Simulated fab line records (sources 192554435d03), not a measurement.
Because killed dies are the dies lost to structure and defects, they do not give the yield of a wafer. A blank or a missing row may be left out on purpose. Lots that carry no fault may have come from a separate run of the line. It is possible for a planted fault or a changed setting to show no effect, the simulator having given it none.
fab line records    flow n5Finfet
record: lots: 6  wafers: 17  lastDay: 18
route steps=1938 shown BEOL_M9@1431
lots that met no fault: taken from a fault-free run of the same line
startH: hours from the record's first day to the start of the lot's first wafer shown    waitH: hours elapsed since this lot's preceding step    " identical to the entry in the row above    L1.1+2: several wafers, shown together as one row    - no value present, or no start provided    * or withheld: withheld    < > ~ a bound
route shown NAME@n: names a module that has steps shown in the file, with the first one's number in the route    usual: the fault-free wafers' mean and standard deviation    same: alike in all rows    chamber/n: place in a boat    sites: readings site by site    _std_site: the values' standard deviation    _edge_site: inner sites' mean taken away from outer sites' mean    radiusMm: for every site, how far away it sits from the centre of the wafer    mask NAME#n: copy n    behind: the most recent tool/chamber to have shaped the wafer    hold: the reason the lot was held/the length of the hold in hours/how it ended    device: whichever transistor did not switch (one of n, p or np)    end of line: tests run on the same wafers once the route is complete    a step with no rows: only its recipe    killed: count of dies lost to structure and defects at first sort (not the wafer's yield)    map: dies across one wafer; x = killed, . = not, _ = none there
set.NAME: the setting as run; set.NAME@STEP: as run at that earlier step    model.NAME: the simulator's own value behind a step, which no gauge read
certain route steps with their lots: each step a table, each wafer a row
services: the hour from which a tool's chamber was out of use, counted from the record's first day as startH (under 0 if before that day), plus the number of hours and why
== steps ==
step: N5_BEOL_M9_EXPOSE_25
recipe: maskId: V8  na: 0.33  sourceShape: annular  sigmaInner: 0.4  sigmaOuter: 0.8  polarization: unpolarized  doseMj: 37.25
step: N5_BEOL_M9_PEB_26
recipe: pebTempC: 100  pebTimeS: 60  resist: CAR-EUV
step: N5_BEOL_M9_DEVELOP_27
recipe: developTimeS: 30  developer: TMAH  resist: CAR-EUV  rinseLiquid: surfactantRinse  dry: airSpin  devTempC: 23
step: N5_BEOL_M9_CD_MEAS_28
recipe: targetCdNm: 70  landingEnergyEv: 500  detector: seInlens  polarity: opening
usual: cdNm: 70.05/0.24
lot.wafer  tool      chamber  startH  waitH  cdNm
L459.1     cdSem-03  0        252.64  -      70.01
L459.2     "         0        "       "      69.95
L459.5     "         0        "       "      69.74
L460.1     cdSem-02  0        259.65  -      70.32
L460.5     "         0        "       "      70.25
L460.6     "         0        "       "      70.18
L463.2     cdSem-02  0        281.62  -      69.80
L463.3     "         0        "       "      70.31
L465.2     cdSem-03  0        296.32  -      70.30
L465.3     "         0        "       "      70.04
L465.6     "         0        "       "      70.24
L476.1     cdSem-01  0        353.45  -      70.17
L476.4     "         0        "       "      69.82
L476.5     "         0        "       "      70.13
L478.2     cdSem-01  0        360.63  -      70.27
L478.3     "         0        "       "      69.98
L478.5     "         0        "       "      70.31
step: N5_BEOL_M9_OVL_MEAS_29
recipe: pointsPerWafer: 522
usual: V8_OVL: -0.3/0.65
same: pointsPerWafer: 522
lot.wafer  tool        chamber  startH  waitH  V8_OVL[nm]
L459.1     overlay-02  0        252.67  0.0    -0.4
L459.2     "           0        "       "      -0.2
L459.5     "           0        "       "      -0.3
L460.1     overlay-01  0        259.68  0.0    -1.0
L460.5     "           0        "       "      -0.1
L460.6     "           0        "       "      -0.5
L463.2     overlay-01  0        281.65  0.0    -0.3
L463.3     "           0        "       "      0.4
L465.2     overlay-01  0        296.36  0.0    -0.7
L465.3     "           0        "       "      -0.8
L465.6     "           0        "       "      -0.9
L476.1     overlay-01  0        353.48  0.0    -0.3
L476.4     "           0        "       "      -0.9
L476.5     "           0        "       "      1.0
L478.2     overlay-02  0        360.67  0.0    -1.2
L478.3     "           0        "       "      -0.5
L478.5     "           0        "       "      -1.1
step: N5_BEOL_M9_INSPECT_30
recipe: mode: adi  inspectInstrument: brightfield
usual: rawDefectCount: 394/91
lot.wafer  tool              chamber  startH  waitH  rawDefectCount
L459.1     defectInspect-01  -        252.73  0.1    303
L459.2     "                 -        "       "      239
L459.5     "                 -        "       "      369
L460.1     defectInspect-02  -        259.74  0.1    597
L460.5     "                 -        "       "      484
L460.6     "                 -        "       "      592
L463.2     defectInspect-01  -        281.71  0.0    287
L463.3     "                 -        "       "      299
L465.2     defectInspect-02  -        296.41  0.0    325
L465.3     "                 -        "       "      362
L465.6     "                 -        "       "      444
L476.1     defectInspect-01  -        353.54  0.1    494
L476.4     "                 -        "       "      576
L476.5     "                 -        "       "      424
L478.2     defectInspect-02  -        360.72  0.0    317
L478.3     "                 -        "       "      397
L478.5     "                 -        "       "      378
step: N5_BEOL_M9_DESCUM_33
recipe: chemistry: O2  timeS: 7  sourcePowerW: 50  biasPowerW: 20  pressureMtorr: 20  rfFrequencyHz: 2.712e+07  tempC: 40  resist: CAR-EUV  o2FlowSccm: 225
usual: chamberPressureMTorr: 19.999/0.017  drypumpMotorCurrentA: 5.7/0.34  oesProductAu: 0.78/0.083  rfVppV: 242.9/1.7  showerheadPlenumPTorr: 2.08/0.086  throttleValvePct: 20.45/0.28
lot.wafer  tool        chamber  startH  waitH  chamberPressureMTorr  drypumpMotorCurrentA  oesProductAu  rfHoursCounterH  rfVppV  showerheadPlenumPTorr  throttleValvePct
L459.1     rieDiel-02  1        252.87  0.1    19.988                6.3                   0.78          121              244.6   2.20                   20.82
L459.2     "           2        "       "      19.969                5.5                   0.76          135              243.2   2.01                   20.37
L459.5     "           1        "       "      19.994                6.3                   0.77          -                245.1   2.20                   20.82
L460.1     rieDiel-05  1        260.07  0.3    19.995                5.2                   0.85          47               241.7   2.04                   20.36
L460.5     "           1        "       "      20.006                5.2                   0.87          -                242.1   2.04                   20.37
L460.6     "           2        "       "      20.003                6.0                   0.70          -                243.9   2.15                   20.26
L463.2     rieDiel-05  1        281.74  0.0    19.954                5.2                   0.84          53               241.8   2.03                   20.38
L463.3     "           0        "       "      20.024                6.1                   0.71          192              243.2   2.07                   20.40
L465.2     rieDiel-05  1        296.46  0.0    19.988                5.2                   0.84          58               240.9   2.03                   20.38
L465.3     "           2        "       "      20.030                6.1                   0.69          239              243.5   2.15                   20.29
L465.6     "           1        "       "      19.955                5.2                   0.85          -                244.1   2.03                   20.39
L476.1     rieDiel-06  3        353.58  0.0    19.983                5.3                   0.88          53               246.3   2.21                   20.06
L476.4     "           2        "       "      19.977                5.9                   0.69          215              241.0   1.99                   20.85
L476.5     "           0        "       "      19.990                5.7                   0.77          -                244.8   2.17                   20.53
L478.2     rieDiel-02  2        360.76  0.0    19.997                5.5                   0.73          169              243.3   2.00                   20.41
L478.3     "           3        "       "      20.007                5.5                   0.71          218              242.5   2.07                   20.61
L478.5     "           2        "       "      19.997                5.5                   0.73          -                240.0   2.00                   20.41
step: N5_BEOL_M9_ETCH_76
recipe: chemistry: N2/H2  target: underlayer  targetDepthA: 65  maskMaterial: CAR-EUV  timeS: 5.2  ionEnergyEv: 200  pressureMtorr: 30  sourceW: 840  biasW: 150  n2FlowSccm: 200  h2FlowSccm: 200  ends: cleared
usual: chamberPressureMTorr: 30.00/0.046  drypumpMotorCurrentA: 5.7/0.34  etchRfOnTimeS: 5.17/0.068  oesProductAu: 0.67/0.069  rfVppV: 523/3.3  showerheadPlenumPTorr: 2.53/0.11  throttleValvePct: 17.88/0.28
lot.wafer  tool        chamber  startH  waitH  chamberPressureMTorr  drypumpMotorCurrentA  etchRfOnTimeS  oesProductAu  rfHoursCounterH  rfVppV  showerheadPlenumPTorr  throttleValvePct
L459.1     rieDiel-02  1        252.91  0.0    29.99                 6.3                   5.13           0.66          121              528     2.67                   18.23
L459.2     "           2        "       "      30.00                 5.5                   5.18           0.65          135              518     2.44                   17.70
L459.5     "           1        "       "      30.01                 6.3                   5.17           0.66          -                527     2.67                   18.24
L460.1     rieDiel-05  1        260.10  0.0    29.96                 5.2                   5.10           0.73          47               522     2.48                   17.77
L460.5     "           1        "       "      29.97                 5.2                   5.20           0.73          -                524     2.48                   17.76
L460.6     "           2        "       "      30.03                 6.1                   5.24           0.60          -                527     2.61                   17.64
L463.2     rieDiel-05  1        281.78  0.0    30.04                 5.2                   5.13           0.71          53               520     2.48                   17.79
L463.3     "           0        "       "      30.02                 6.2                   5.08           0.61          192              524     2.52                   17.91
L465.2     rieDiel-05  1        296.49  0.0    29.92                 5.2                   5.15           0.72          58               525     2.47                   17.81
L465.3     "           2        "       "      29.97                 6.1                   5.20           0.59          239              525     2.61                   17.64
L465.6     "           1        "       "      30.08                 5.2                   5.15           0.71          -                522     2.47                   17.79
L476.1     rieDiel-06  3        353.61  0.0    29.99                 5.3                   5.15           0.73          53               527     2.68                   17.42
L476.4     "           2        "       "      30.01                 5.9                   5.19           0.59          215              519     2.41                   18.31
L476.5     "           0        "       "      30.03                 5.7                   5.22           0.66          -                526     2.65                   18.10
L478.2     rieDiel-02  2        360.79  0.0    29.99                 5.5                   5.21           0.63          169              521     2.43                   17.74
L478.3     "           3        "       "      29.91                 5.5                   5.32           0.60          218              525     2.51                   18.09
L478.5     "           2        "       "      29.96                 5.5                   5.21           0.62          -                523     2.43                   17.76
step: N5_BEOL_M9_ETCH_65
recipe: chemistry: CF4  target: SiARC  targetDepthA: 156  maskMaterial: CAR-EUV  timeS: 26  ionEnergyEv: 80  pressureMtorr: 40  sourceW: 545  biasW: 36  Ar_flow_sccm: 100  cf4FlowSccm: 100  ends: cleared
usual: chamberPressureMTorr: 40.00/0.036  drypumpMotorCurrentA: 5.7/0.34  etchRfOnTimeS: 25.8/0.33  oesProductAu: 0.67/0.069  rfVppV: 184.0/1.3  showerheadPlenumPTorr: 2.13/0.086  throttleValvePct: 15.65/0.26
lot.wafer  tool        chamber  startH  waitH  chamberPressureMTorr  drypumpMotorCurrentA  etchRfOnTimeS  oesProductAu  rfHoursCounterH  rfVppV  showerheadPlenumPTorr  throttleValvePct
L459.1     rieDiel-02  1        252.93  0.0    39.99                 6.3                   25.7           0.66          121              186.2   2.24                   15.96
L459.2     "           2        "       "      40.02                 5.5                   25.8           0.65          135              183.8   2.06                   15.52
L459.5     "           1        "       "      39.96                 6.3                   25.9           0.66          -                183.9   2.24                   15.98
L460.1     rieDiel-05  1        260.12  0.0    40.05                 5.2                   25.5           0.73          47               184.3   2.09                   15.55
L460.5     "           1        "       "      40.07                 5.2                   25.6           0.72          -                183.1   2.09                   15.55
L460.6     "           2        "       "      39.97                 6.0                   26.0           0.59          -                185.4   2.20                   15.54
L463.2     rieDiel-05  1        281.79  0.0    40.03                 5.2                   25.6           0.72          53               185.0   2.09                   15.56
L463.3     "           0        "       "      39.99                 6.1                   25.8           0.61          192              184.9   2.13                   15.71
L465.2     rieDiel-05  1        296.51  0.0    40.01                 5.2                   25.6           0.72          58               182.2   2.09                   15.57
L465.3     "           2        "       "      40.00                 6.0                   25.8           0.59          239              185.8   2.19                   15.54
L465.6     "           1        "       "      39.96                 5.2                   25.2           0.72          -                183.1   2.09                   15.58
L476.1     rieDiel-06  3        353.63  0.0    40.00                 5.3                   25.5           0.75          53               185.6   2.27                   15.29
L476.4     "           2        "       "      40.08                 5.8                   26.0           0.59          215              183.8   2.04                   16.04
L476.5     "           0        "       "      40.01                 5.7                   26.0           0.65          -                184.4   2.22                   15.75
L478.2     rieDiel-02  2        360.81  0.0    40.01                 5.5                   26.1           0.62          169              182.5   2.05                   15.60
L478.3     "           3        "       "      40.01                 5.5                   26.5           0.60          218              183.0   2.12                   15.87
L478.5     "           2        "       "      39.99                 5.5                   26.0           0.63          -                183.2   2.05                   15.60
step: N5_BEOL_M9_ETCH_66
recipe: chemistry: N2/H2  target: SOC  targetDepthA: 800  overetchA: 160  maskMaterial: SiARC  tempC: 40  timeS: 120  ionEnergyEv: 200  pressureMtorr: 30  sourceW: 840  biasW: 150  n2FlowSccm: 200  h2FlowSccm: 200
usual: chamberPressureMTorr: 30.00/0.032  drypumpMotorCurrentA: 5.7/0.34  oesProductAu: 0.60/0.06  rfVppV: 524/3.1  showerheadPlenumPTorr: 2.53/0.11  throttleValvePct: 17.84/0.28
lot.wafer  tool        chamber  startH  waitH  chamberPressureMTorr  drypumpMotorCurrentA  oesProductAu  rfHoursCounterH  rfVppV  showerheadPlenumPTorr  throttleValvePct
L459.1     rieDiel-02  1        252.95  0.0    29.93                 6.3                   0.58          121              528     2.67                   18.18
L459.2     "           2        "       "      30.00                 5.5                   0.58          135              521     2.44                   17.66
L459.5     "           1        "       "      30.02                 6.3                   0.59          -                527     2.67                   18.19
L460.1     rieDiel-05  1        260.15  0.0    29.99                 5.2                   0.65          47               522     2.48                   17.73
L460.5     "           1        "       "      30.02                 5.2                   0.64          -                524     2.48                   17.75
L460.6     "           2        "       "      30.03                 6.0                   0.53          -                525     2.62                   17.57
L463.2     rieDiel-05  1        281.82  0.0    30.02                 5.2                   0.64          53               522     2.47                   17.73
L463.3     "           0        "       "      29.94                 6.1                   0.54          192              524     2.52                   17.88
L465.2     rieDiel-05  1        296.54  0.0    30.06                 5.2                   0.63          58               521     2.47                   17.77
L465.3     "           2        "       "      30.05                 6.1                   0.53          239              528     2.61                   17.61
L465.6     "           1        "       "      30.04                 5.2                   0.63          -                522     2.47                   17.76
L476.1     rieDiel-06  3        353.66  0.0    29.99                 5.3                   0.66          53               529     2.68                   17.39
L476.4     "           2        "       "      29.96                 5.9                   0.53          215              520     2.41                   18.29
L476.5     "           0        "       "      30.02                 5.7                   0.58          -                525     2.65                   18.03
L478.2     rieDiel-02  2        360.84  0.0    29.96                 5.5                   0.57          169              522     2.43                   17.72
L478.3     "           3        "       "      29.99                 5.5                   0.55          218              524     2.51                   18.03
L478.5     "           2        "       "      29.98                 5.5                   0.56          -                521     2.43                   17.74
step: N5_BEOL_M9_STRIP_69
recipe: chemistry: N2/H2  tempC: 40  n2FlowSccm: 200  h2FlowSccm: 200  rfFrequencyHz: 6e+07
step: N5_BEOL_M9_STRIP_77
recipe: chemistry: N2/H2  tempC: 40  n2FlowSccm: 200  h2FlowSccm: 200  rfFrequencyHz: 6e+07
step: N5_BEOL_M9_VIA_ETCH_34
recipe: chemistry: C4F6/O2  target: SiCOH_lowk  targetDepthA: 1824  maskMaterial: SOC  taperDeg: 4  timeS: 68.4  ionEnergyEv: 250  pressureMtorr: 30  sourceW: 345  biasW: 185  Ar_flow_sccm: 300  C4F6_flow_sccm: 10  O2_flow_sccm: 10
usual: chamberPressureMTorr: 30.00/0.032  drypumpMotorCurrentA: 5.7/0.34  oesProductAu: 0.78/0.082  rfVppV: 663/5.7  showerheadPlenumPTorr: 2.83/0.11  throttleValvePct: 20.94/0.25
lot.wafer  tool        chamber  startH  waitH  chamberPressureMTorr  drypumpMotorCurrentA  oesProductAu  rfHoursCounterH  rfVppV  showerheadPlenumPTorr  throttleValvePct  model.etch.depthNm  model.SOC_of_BEOL_M9_COAT_63.thkNm
L459.1     rieDiel-02  1        253.05  0.0    30.02                 6.4                   0.77          121              667     2.97                   21.27             181.5               51.2
L459.2     "           2        "       "      29.99                 5.5                   0.75          135              662     2.74                   20.82             179.8               51.4
L459.5     "           1        "       "      30.02                 6.3                   0.77          -                667     2.97                   21.26             180.5               51.2
L460.1     rieDiel-05  1        260.25  0.0    29.99                 5.2                   0.85          47               654     2.78                   20.90             182.8               50.8
L460.5     "           1        "       "      29.95                 5.2                   0.84          -                653     2.78                   20.90             182.9               50.8
L460.6     "           2        "       "      30.02                 6.0                   0.69          -                664     2.92                   20.69             180.8               50.8
L463.2     rieDiel-05  1        281.92  0.0    30.06                 5.2                   1.16          53               653     2.78                   21.01             298.9               45.4
L463.3     "           0        "       "      29.99                 6.2                   0.71          192              665     2.84                   20.99             183.7               51
L465.2     rieDiel-05  1        296.64  0.0    30.01                 5.2                   1.18          58               652     2.78                   21.02             304                 45
L465.3     "           2        "       "      29.97                 6.1                   0.68          239              663     2.91                   20.71             181.9               51
L465.6     "           1        "       "      30.02                 5.2                   0.84          -                653     2.78                   20.91             185.8               50.8
L476.1     rieDiel-06  3        353.76  0.0    30.03                 5.3                   0.88          53               673     3.01                   20.56             184                 50.8
L476.4     "           2        "       "      30.05                 5.9                   0.68          215              656     2.71                   21.30             178.6               51
L476.5     "           0        "       "      29.98                 5.7                   0.76          -                662     2.96                   21.04             179                 51.2
L478.2     rieDiel-02  2        360.94  0.0    29.95                 5.5                   0.72          169              663     2.73                   20.89             180.8               51.6
L478.3     "           3        "       "      30.00                 5.5                   0.70          218              671     2.80                   21.05             178.4               51.4
L478.5     "           2        "       "      30.00                 5.5                   0.73          -                662     2.73                   20.86             179.6               51.4
step: N5_BEOL_M9_STRIP_73
recipe: chemistry: C4F6/O2  resist: SiARC  rfFrequencyHz: 6e+07
== services ==
tool        chamber  startH  hours  kind
rieDiel-02  1        234.79  10.1   repair
rieDiel-05  0        290.58  14.1   repair
rieDiel-06  2        323.89  4.5    repair
rieDiel-05  2        335.81  -      clean
rieDiel-05  2        335.81  -      consumableReplace:focusRing
rieDiel-05  2        335.81  25.0   scheduledDown
rieDiel-05  2        335.81  25.0   ventCycle
rieDiel-02  1        351.37  14.6   repair
rieDiel-05  3        356.99  15.0   repair
== key ==
firstSign: step: N5_BEOL_M9_VIA_ETCH_34  reading: oesProductAu  direction: up  sigmas: 4.7  usual: 0.78  struck: 1.17
effect none on later readings
modelEffect: step: N5_BEOL_M9_VIA_ETCH_34  value: etch.depthNm  without: 185.1  struck: 301.4
metAt N5_BEOL_M9_VIA_ETCH_34
struckWafers L463.2,L465.2
onsetBetween 260.25 281.92
fault: kind: processParameterDrift  tool: rieDiel-05  chamber: -  onsetH: 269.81  steps: N5_BEOL_M9_VIA_ETCH_34  channel: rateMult  offset: 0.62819  shape: step  endH: 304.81  scope: struckWafersOnly
